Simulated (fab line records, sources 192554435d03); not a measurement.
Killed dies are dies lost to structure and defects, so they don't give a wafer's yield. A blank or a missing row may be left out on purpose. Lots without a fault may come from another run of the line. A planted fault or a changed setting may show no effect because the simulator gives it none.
Split-lot experiment | flow n5_finfet | 7 lots, 21 wafers read, on a route of 1938 steps

THE SPLIT
At N5_ZERO_LAYER_COAT_05 (resist thk 1000 nm), the setting spin_rpm was moved away from the recipe's 1500 rpm on 4 of the 21 wafers read, by -4.9% to +6.3%. The other wafers ran this setting at the recipe's value.

FROM THE SPLIT TO THE READING: what the file shows between them, 4 steps
- N5_ZERO_LAYER_DEVELOP_10: develop time 60 s (also split here: develop_time_s)
- N5_ZERO_LAYER_HARDBAKE_23: time 120 s
- N5_ZERO_LAYER_DESCUM_16: chemistry O2, time 7.9 s
- N5_ZERO_LAYER_ETCH_17: etches SiO2 in CF4, target depth 12 nm, time 13.3 s

THE READING
coat_of_ZERO_LAYER_COAT_05.thk_nm (the simulator's own value, which no gauge read), in nm, at N5_ZERO_LAYER_ETCH_18 (etches Si in HBr/Cl2, target depth 120 nm, time 40 s). The file gives no usual value for it. The 17 wafers here that ran the recipe average 931.2 nm, standard deviation 4.2 nm.

wafer  | tool, chamber at the split | spin_rpm as run, rpm | against the recipe | coat_of_ZERO_LAYER_COAT_05.thk_nm, nm | against lot-mates on the recipe
L076.2 | litho_track-04, 0          | 1500                 | recipe             | 935.4                                 | -
L076.3 | litho_track-04, 0          | 1500                 | recipe             | 934.4                                 | -
L076.6 | litho_track-04, 0          | 1500                 | recipe             | 935.2                                 | -
L077.2 | litho_track-02, 0          | 1500                 | recipe             | 922.5                                 | -
L077.5 | litho_track-02, 0          | 1500                 | recipe             | 924.4                                 | -
L077.6 | litho_track-02, 0          | 1500                 | recipe             | 924.3                                 | -
L084.2 | litho_track-02, 0          | 1500                 | recipe             | 930.9                                 | -
L084.4 | litho_track-02, 0          | 1594                 | +6.3%              | 898.5                                 | -31.8
L084.6 | litho_track-02, 0          | 1500                 | recipe             | 929.8                                 | -
L086.1 | litho_track-04, 0          | 1426                 | -4.9%              | 962.6                                 | +28.6
L086.3 | litho_track-04, 0          | 1500                 | recipe             | 933.6                                 | -
L086.5 | litho_track-04, 0          | 1500                 | recipe             | 934.5                                 | -
L087.1 | litho_track-05, 0          | 1500                 | recipe             | 930.6                                 | -
L087.2 | litho_track-05, 0          | 1500                 | recipe             | 937.5                                 | -
L087.5 | litho_track-05, 0          | 1500                 | recipe             | 935.2                                 | -
L094.1 | litho_track-04, 0          | 1566                 | +4.4%              | 909.5                                 | -24.0
L094.5 | litho_track-04, 0          | 1500                 | recipe             | 933.5                                 | -
L094.6 | litho_track-04, 0          | 1566                 | +4.4%              | 909.6                                 | -23.9
L096.3 | litho_track-02, 0          | 1500                 | recipe             | 929.8                                 | -
L096.4 | litho_track-02, 0          | 1500                 | recipe             | 929.1                                 | -
L096.6 | litho_track-02, 0          | 1500                 | recipe             | 930                                   | -

THE FIT
A straight line over all 21 wafers: coat_of_ZERO_LAYER_COAT_05.thk_nm changes by -5.43 nm for each +1% of spin_rpm; r = -0.95; the points scatter about the line by 4.2 nm.
The same after taking each lot's own level away (the mean of its wafers on the recipe; 21 wafers): -5.4 nm for each +1%; r = -0.99; scatter 1.4 nm.
On that fit, the largest move of spin_rpm shifts the reading by 34 nm.
The lots' own levels span 923.73 to 935.00 nm, that is 2.7 times the standard deviation above.
So the lot-to-lot level changes the slope little: the two slopes agree.
Check: with one of the wafers moved furthest among these (+6.3%) left out of the fit, the line predicts -34.9 nm for it against its lot-mates. It came out at -31.8 nm against them.

OTHER SPLITS ON THESE WAFERS
These wafers also went through other splits before the reading. Each is held against what the fit with the lots' levels taken away leaves over:
other split on the same wafers          | wafers away from the commonest value | r with coat_of_ZERO_LAYER_COAT_05.thk_nm (lot level and that fit taken away)
N5_ZERO_LAYER_DEVELOP_10 develop_time_s | 10                                   | -0.18

THE WHOLE CHAIN: every reading that the file lists as answering this split, in the file's order
step                   | what it does                                         | reading                                                                            | change (the file's fit)              | r (the file's)
N5_ZERO_LAYER_COAT_05  | resist thk 1000 nm                                   | coat_of_ZERO_LAYER_COAT_05.thk_nm (the simulator's own value, which no gauge read) | -5.26 nm for each +1% of the setting | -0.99
N5_ZERO_LAYER_ETCH_18  | etches Si in HBr/Cl2, target depth 120 nm, time 40 s | coat_of_ZERO_LAYER_COAT_05.thk_nm (the simulator's own value, which no gauge read) | -5.38 nm for each +1% of the setting | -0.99
N5_ZERO_LAYER_STRIP_24 | strips in O2                                         | strip_time_to_endpoint_s                                                           | withheld for each +1% of the setting | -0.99

THE FILE'S OWN FIT
coat_of_ZERO_LAYER_COAT_05.thk_nm changes by -5.38 nm for each +1% of spin_rpm, r = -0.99.
